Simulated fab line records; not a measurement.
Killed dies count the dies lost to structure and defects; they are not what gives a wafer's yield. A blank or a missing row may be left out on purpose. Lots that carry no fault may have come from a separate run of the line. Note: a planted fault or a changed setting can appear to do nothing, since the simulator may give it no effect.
Matching of chambers | flow n5Finfet | N5_BEOL_M9_CVD_78 on cvdCo-02: 3 sister chambers
The step deposits Co from CCTBA/H2, target thk 2 nm, time 138.9 s. 14 wafers are shown with their chamber, then 7 later ones without.

WAFERS PAIRED WITH THEIR CHAMBERS
wafer  | chamber | runLengthS (s)
L801.1 | 0       | 160.9
L801.5 | 1       | 161.8
L801.6 | 2       | 160.5
L802.1 | 1       | 161.7
L802.3 | 0       | 161.0
L802.4 | 2       | 160.4
L803.2 | 1       | 162.5
L803.5 | 0       | 161.2
L803.6 | 2       | 161.1
L814.3 | 2       | 160.8
L814.5 | 0       | 161.1
L814.6 | 1       | 161.9
L819.1 | 0       | 160.9
L819.2 | 2       | 161.3

SIGNATURES, as means of the wafers listed above
reading    | chamber 0 | chamber 1 | chamber 2 | scatter within a chamber
runLengthS | 161.020   | 161.975   | 160.820   | 0.308
Rule: a wafer's distance from a chamber is the root of the sum, over the readings, of the square of ((its reading less the chamber's mean) divided by the reading's scatter). If the next closest chamber is less than 2 further off than the closest, the wafer can't be placed; otherwise it belongs to the closest. How the scatter is found: for the shown wafers, subtract from each reading the mean of its chamber, square and add these, divide the total by (wafers less chambers), then take the root.

WAFERS WITHOUT THEIR CHAMBER
wafer  | runLengthS (s)
L819.4 | 162.1
L818.3 | 162.2
L818.5 | 160.4
L818.6 | 162.1
L822.1 | 161.1
L822.2 | 160.7
L822.4 | 161.9

CHAMBER TAKEN BY EACH
wafer  | from the rows above     | in truth
L819.4 | 1                       | 1
L818.3 | 1                       | 1
L818.5 | can't be placed: 2 or 0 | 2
L818.6 | 1                       | 1
L822.1 | can't be placed: 0 or 2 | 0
L822.2 | can't be placed: 2 or 0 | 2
L822.4 | 1                       | 1
Correct placement for 4 of the 7. Not placeable from these rows: 3 (in 3, the candidates include the true chamber). Number placed wrongly: 0.
